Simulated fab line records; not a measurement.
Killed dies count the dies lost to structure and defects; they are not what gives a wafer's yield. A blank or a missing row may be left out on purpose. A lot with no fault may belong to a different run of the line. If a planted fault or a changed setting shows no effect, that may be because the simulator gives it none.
fab line records	flow nand_harc
record: lots: 13	wafers: 39	last_day: 24
route steps=1159 shown P_CONTACT@237 P_M0@261
lots with no fault: from the same line, run without faults
start_h: hours from the record's opening day to when the first of the lot's shown wafers began	wait_h: hours from the lot's prior step to this one	" same as the row above	L1.1+2: a single row standing in for several wafers	- either no value or no given start	* or withheld: withheld	< > ~ a bound
route shown NAME@n: names a module that has steps shown in the file, with the first one's number in the route	usual: the fault-free wafers' mean and standard deviation	same: alike in all rows	chamber/n: place in a boat	sites: readings site by site	_std_site: the values' standard deviation	_edge_site: the outer-site mean with the inner-site mean subtracted	radius_mm: how far each site lies from the wafer's centre	mask NAME#n: copy n	behind: the most recent tool/chamber to have shaped the wafer	hold: why the lot was held/for how many hours/how that ended	device: the transistor (n, p or np) that didn't switch	end of line: tests of these same wafers at the route's end	for a step that has no rows: nothing shown but its recipe	killed: dies lost to structure and defects at the first sort, not the wafer's yield	map: the dies of a wafer, with x for killed, . for not killed, _ for no die there
set.NAME: the setting as run; set.NAME@STEP: as run at that earlier step	model.NAME: the simulator's own value behind a step, which no gauge read
one table for each step of the route and one row for each wafer, over a sample of lots
services: the hour from which a tool's chamber was out of use, counted from the record's first day as start_h (under 0 if before that day), plus the number of hours and why
== steps ==
step: NHARC_P_CONTACT_ETCH_36
recipe: target_depth_a: 2600	over_etch_frac: 0.25	time_s: 406.25	ion_energy_ev: 200	n2_flow_sccm: 150	h2_flow_sccm: 150	ar_flow_sccm: 0	rf_w: 400	bias_w: 150	chemistry: N2/H2
usual: drypump_motor_current_A: 5.8/0.43	oes_product_au: 0.997/0.0078	rf_vpp_V: 431.2/2.1	showerhead_plenum_p_Torr: 2.06/0.076	throttle_valve_pct: 14.171/0.0095
lot.wafer	tool	chamber	start_h	wait_h	drypump_motor_current_A	oes_product_au	rf_hours_counter_h	rf_vpp_V	showerhead_plenum_p_Torr	throttle_valve_pct
L825.4	rie_diel-13	2	-	-	5.7	1.002	0	432.7	2.10	14.165
L825.6	"	1	"	"	5.6	1.006	-	430.5	1.99	14.172
L825.5	"	2	"	"	5.7	1.008	-	432.8	2.10	14.177
L826.4	rie_diel-13	2	-	-	5.7	0.994	2	433.0	2.09	14.177
L826.5	"	3	"	"	6.1	0.991	-	432.2	2.10	14.181
L826.6	"	0	"	"	5.8	0.995	-	430.7	2.04	14.170
L827.1	rie_diel-12	0	-	-	6.8	0.986	9	435.0	2.18	14.183
L827.3	"	1	"	"	6.6	0.985	9	434.7	2.20	14.176
L827.4	"	2	"	"	5.0	1.002	9	432.3	2.16	14.181
L828.1	rie_diel-13	1	-	-	5.7	0.995	3	429.0	1.99	14.175
L828.2	"	2	"	"	5.7	0.991	3	431.6	2.09	14.167
L828.6	"	1	"	"	5.6	1.002	-	429.5	1.99	14.149
L830.2	rie_diel-13	2	-	-	5.6	0.996	3	431.0	2.09	14.176
L830.5	"	1	"	"	5.6	1.004	-	429.0	1.99	14.180
L830.6	"	2	"	"	5.6	1.006	-	432.6	2.09	14.177
L832.2	rie_diel-13	0	-	-	5.8	0.988	6	430.9	2.04	14.179
L832.4	"	2	"	"	5.6	1.000	6	431.7	2.09	14.182
L832.6	"	1	"	"	5.6	1.000	-	429.5	1.99	14.170
L839.1	rie_diel-13	3	-	-	6.1	0.992	10	430.3	2.09	14.173
L839.4	"	1	"	"	5.6	1.000	11	430.2	1.99	14.165
L839.6	"	3	"	"	6.1	0.993	-	431.8	2.10	14.171
L842.3	rie_diel-13	1	-	-	5.6	1.006	13	429.6	1.99	14.178
L842.4	"	2	"	"	5.6	1.005	12	431.9	2.09	14.165
L842.6	"	0	"	"	5.7	0.987	-	430.4	2.04	14.175
L844.1	rie_diel-13	0	-	-	5.8	0.982	13	431.4	2.04	14.162
L844.3	"	1	"	"	5.6	0.990	13	429.5	1.99	14.179
L844.6	"	3	"	"	6.1	0.990	-	431.0	2.10	14.161
L846.4	rie_diel-13	2	-	-	5.7	0.990	13	430.7	2.09	14.163
L846.1	"	3	"	"	6.1	0.999	14	432.4	2.09	14.161
L846.3	"	0	"	"	5.8	0.995	14	429.5	2.04	14.163
L845.3	rie_diel-11	1	-	-	5.5	1.001	14	429.0	1.97	14.179
L845.4	"	3	"	"	5.5	0.998	12	426.5	1.89	14.180
L845.1	"	0	"	"	6.5	0.992	13	431.6	2.08	14.173
L848.2	rie_diel-12	1	-	-	6.6	1.003	3	435.3	2.20	14.171
L848.4	"	2	"	"	5.0	1.000	3	434.7	2.16	14.186
L848.5	"	2	"	"	5.0	0.994	-	433.4	2.16	14.170
L847.4	rie_diel-11	3	-	-	5.4	1.010	16	426.3	1.89	14.188
L847.2	"	2	"	"	5.4	1.006	18	432.1	2.11	14.186
L847.6	"	3	"	"	5.4	1.000	-	426.5	1.89	14.175
step: NHARC_P_CONTACT_CVD_23
recipe: target_thk_a: 2000	temp_c: 300	pressure_torr: 40	wf6_flow_sccm: 40	h2_flow_sccm: 1600	ar_flow_sccm: 1560	time_s: 557	material: W
usual: heater_power_w: 420/26	throttle_valve_pct: 8.1/0.31
lot.wafer	tool	chamber	start_h	wait_h	heater_power_w	throttle_valve_pct
L825.4	cvd_w-02	1	-	-	453	7.7
L825.5	"	1	"	"	436	7.7
L825.6	"	0	"	"	403	7.7
L826.4	cvd_w-02	0	-	-	404	7.8
L826.5	"	1	"	"	443	7.5
L826.6	"	0	"	"	410	8.0
L827.1	cvd_w-01	0	-	-	387	8.1
L827.4	"	1	"	"	443	8.1
L827.3	"	0	"	"	393	8.2
L828.2	cvd_w-02	0	-	-	405	7.9
L828.1	"	1	"	"	463	7.7
L828.6	"	1	"	"	449	7.8
L830.2	cvd_w-02	0	-	-	401	7.6
L830.6	"	1	"	"	441	8.0
L830.5	"	0	"	"	402	7.8
L832.2	cvd_w-01	0	-	-	392	8.1
L832.4	"	0	"	"	380	8.1
L832.6	"	0	"	"	393	7.9
L839.1	cvd_w-01	1	-	-	438	8.3
L839.4	"	0	"	"	394	8.3
L839.6	"	0	"	"	393	8.3
L842.3	cvd_w-02	0	-	-	406	7.7
L842.4	"	1	"	"	447	7.3
L842.6	"	1	"	"	450	8.0
L844.1	cvd_w-01	1	-	-	433	8.4
L844.3	"	0	"	"	391	8.3
L844.6	"	1	"	"	445	8.5
L846.1	cvd_w-02	1	-	-	441	8.0
L846.3	"	1	"	"	455	7.7
L846.4	"	0	"	"	405	7.6
L845.1	cvd_w-01	0	-	-	392	8.2
L845.4	"	1	"	"	441	8.6
L845.3	"	0	"	"	383	8.2
L848.2	cvd_w-02	1	-	-	453	8.0
L848.4	"	0	"	"	417	7.7
L848.5	"	1	"	"	458	7.8
L847.2	cvd_w-01	1	-	-	438	8.3
L847.4	"	1	"	"	437	8.5
L847.6	"	0	"	"	376	8.1
step: NHARC_P_CONTACT_INSPECT_27
usual: raw_defect_count: 294/120
lot.wafer	tool	chamber	start_h	wait_h	raw_defect_count
L825.4	defect_inspect-02	-	115.26	0.1	259
L825.5	"	-	"	"	411
L825.6	"	-	"	"	185
L826.4	defect_inspect-02	-	130.19	0.1	388
L826.5	"	-	"	"	231
L826.6	"	-	"	"	286
L827.1	defect_inspect-02	-	133.21	0.1	282
L827.3	"	-	"	"	314
L827.4	"	-	"	"	339
L828.1	defect_inspect-01	-	133.72	0.1	650
L828.2	"	-	"	"	562
L828.6	"	-	"	"	534
L830.2	defect_inspect-02	-	136.43	0.1	415
L830.5	"	-	"	"	353
L830.6	"	-	"	"	506
L832.2	defect_inspect-01	-	170.16	0.1	211
L832.4	"	-	"	"	142
L832.6	"	-	"	"	196
L839.1	defect_inspect-01	-	213.01	0.1	160
L839.4	"	-	"	"	175
L839.6	"	-	"	"	188
L842.3	defect_inspect-02	-	221.50	0.1	401
L842.4	"	-	"	"	434
L842.6	"	-	"	"	489
L844.1	defect_inspect-02	-	226.80	0.1	134
L844.3	"	-	"	"	308
L844.6	"	-	"	"	179
L846.1	defect_inspect-01	-	238.74	0.1	283
L846.3	"	-	"	"	140
L846.4	"	-	"	"	227
L845.1	defect_inspect-01	-	238.83	0.1	122
L845.3	"	-	"	"	112
L845.4	"	-	"	"	173
L848.2	defect_inspect-02	-	246.97	0.1	441
L848.4	"	-	"	"	330
L848.5	"	-	"	"	478
L847.2	defect_inspect-01	-	248.72	0.1	337
L847.4	"	-	"	"	269
L847.6	"	-	"	"	319
step: NHARC_P_M0_PEB_07
recipe: peb_temp_c: 100	peb_time_s: 65
usual: heater_power_total_W: 156.6/0.42	resist_line_temp_C: 23.00/0.095
lot.wafer	tool	chamber	start_h	wait_h	heater_power_total_W	resist_line_temp_C
L825.4	litho_track-01	0	116.08	0.0	156.9	23.13
L825.5	"	0	"	"	157.0	22.96
L825.6	"	0	"	"	156.7	22.96
L826.4	litho_track-04	0	130.89	0.0	156.8	23.02
L826.5	"	0	"	"	157.2	22.86
L826.6	"	0	"	"	156.6	22.94
L827.1	litho_track-04	0	134.03	0.1	156.5	22.94
L827.3	"	0	"	"	157.0	22.87
L827.4	"	0	"	"	156.6	22.94
L828.1	litho_track-06	0	134.54	0.1	155.9	22.86
L828.2	"	0	"	"	156.1	22.92
L828.6	"	0	"	"	156.5	22.94
L830.2	litho_track-06	0	137.13	0.1	156.8	22.98
L830.5	"	0	"	"	157.2	22.86
L830.6	"	0	"	"	156.5	22.94
L832.2	litho_track-04	0	170.86	0.1	157.0	23.00
L832.4	"	0	"	"	156.7	23.05
L832.6	"	0	"	"	157.0	23.03
L839.1	litho_track-04	0	213.84	0.1	157.0	22.92
L839.4	"	0	"	"	216.8	23.09
L839.6	"	0	"	"	156.7	22.93
L842.3	litho_track-06	0	222.20	0.0	157.2	22.94
L842.4	"	0	"	"	156.9	23.02
L842.6	"	0	"	"	156.1	22.99
L844.1	litho_track-06	0	227.50	0.1	156.4	22.90
L844.3	"	0	"	"	156.0	22.99
L844.6	"	0	"	"	156.0	23.08
L845.1	litho_track-01	0	239.73	0.1	156.5	22.99
L845.3	"	0	"	"	156.0	23.06
L845.4	"	0	"	"	156.3	23.05
L846.1	litho_track-01	0	239.88	0.1	157.1	23.15
L846.3	"	0	"	"	157.2	22.94
L846.4	"	0	"	"	156.3	22.99
L848.2	litho_track-06	0	247.69	0.1	157.0	23.04
L848.4	"	0	"	"	156.1	23.17
L848.5	"	0	"	"	156.4	23.13
L847.2	litho_track-01	0	249.55	0.1	156.3	23.00
L847.4	"	0	"	"	156.1	23.06
L847.6	"	0	"	"	156.9	23.04
step: NHARC_P_M0_CD_MEAS_09
recipe: target_cd_nm: 90	landing_energy_ev: 500
usual: cd_nm: 90.2/0.49
lot.wafer	tool	chamber	start_h	wait_h	cd_nm
L825.4	cd_sem-03	0	116.17	-	89.5
L825.5	"	0	"	"	89.9
L825.6	"	0	"	"	90.1
L826.4	cd_sem-01	0	130.97	-	90.3
L826.5	"	0	"	"	89.8
L826.6	"	0	"	"	89.9
L827.1	cd_sem-02	0	134.11	-	89.6
L827.3	"	0	"	"	89.8
L827.4	"	0	"	"	89.6
L828.1	cd_sem-03	0	134.61	-	90.0
L828.2	"	0	"	"	90.4
L828.6	"	0	"	"	90.1
L830.2	cd_sem-02	0	137.21	-	90.1
L830.5	"	0	"	"	89.5
L830.6	"	0	"	"	90.1
L832.2	cd_sem-01	0	170.94	-	89.8
L832.4	"	0	"	"	90.1
L832.6	"	0	"	"	90.1
L839.1	cd_sem-01	0	213.92	-	90.4
L839.4	"	0	"	"	66.9
L839.6	"	0	"	"	90.5
L842.3	cd_sem-03	0	222.28	-	89.1
L842.4	"	0	"	"	89.7
L842.6	"	0	"	"	90.1
L844.1	cd_sem-03	0	227.58	-	89.8
L844.3	"	0	"	"	89.3
L844.6	"	0	"	"	89.8
L845.1	cd_sem-03	0	239.81	-	89.7
L845.3	"	0	"	"	90.2
L845.4	"	0	"	"	90.4
L846.1	cd_sem-02	0	239.96	-	90.3
L846.3	"	0	"	"	89.6
L846.4	"	0	"	"	90.0
L848.2	cd_sem-02	0	247.77	-	90.1
L848.4	"	0	"	"	90.6
L848.5	"	0	"	"	90.6
L847.2	cd_sem-01	0	249.63	-	90.4
L847.4	"	0	"	"	90.0
L847.6	"	0	"	"	90.5
== services ==
tool	chamber	start_h	hours	kind
litho_track-01	-	93.00	7.0	pm
rie_diel-13	-	99.00	9.0	pm
rie_diel-13	0	99.00	9.0	vent_cycle
rie_diel-13	1	99.00	9.0	vent_cycle
rie_diel-13	2	99.00	9.0	vent_cycle
rie_diel-13	3	99.00	9.0	vent_cycle
cvd_w-02	-	104.60	0.5	repair
rie_diel-13	0	108.00	-	clean
rie_diel-13	1	108.00	-	clean
rie_diel-13	2	108.00	-	clean
rie_diel-13	3	108.00	-	clean
cvd_w-01	-	111.23	13.0	pm
litho_track-06	-	117.00	7.0	pm
rie_diel-13	0	132.50	-	clean
rie_diel-13	3	139.33	1.2	repair
litho_track-04	-	141.00	7.0	pm
rie_diel-11	-	189.50	9.0	pm
cvd_w-02	-	196.54	13.0	pm
rie_diel-12	2	197.12	15.8	repair
rie_diel-12	-	202.40	9.0	pm
rie_diel-13	2	210.31	4.6	repair
cvd_w-01	-	218.80	1.8	repair
rie_diel-11	-	233.68	0.6	repair
rie_diel-13	2	249.44	9.5	repair
== key ==
first_sign: step: NHARC_P_M0_PEB_07	reading: heater_power_total_W	direction: up	sigmas: 99+	usual: *	struck: *
effect: step: NHARC_P_M0_CD_MEAS_09	reading: cd_nm	direction: down	sigmas: 47	usual: 90.2	struck: 66.9
met_at NHARC_P_M0_PEB_07
struck_lots L839
struck_wafers L839.4
later_rows_left_out L839.4
sort_left_out L839.4
not_acting_at NHARC_P_CONTACT_ETCH_36,NHARC_P_CONTACT_CVD_23,NHARC_P_CONTACT_INSPECT_27
onset_between 170.86 213.84
fault: kind: process_parameter_drift	tool: litho_track-04	chamber: -	onset_h: 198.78	steps: NHARC_P_M0_PEB_07	channel: peb_time_s	offset: *	shape: step	end_h: 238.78	scope: struck_wafers_only	acts_in: *	stated: *
sort_left_out: the simulated sort isn't trusted on such a fault, so these wafers' sort isn't shown, and their yield isn't known
later_rows_left_out: the simulator's readings of these wafers behind a module that went badly wrong aren't trusted and aren't shown, but for the sort
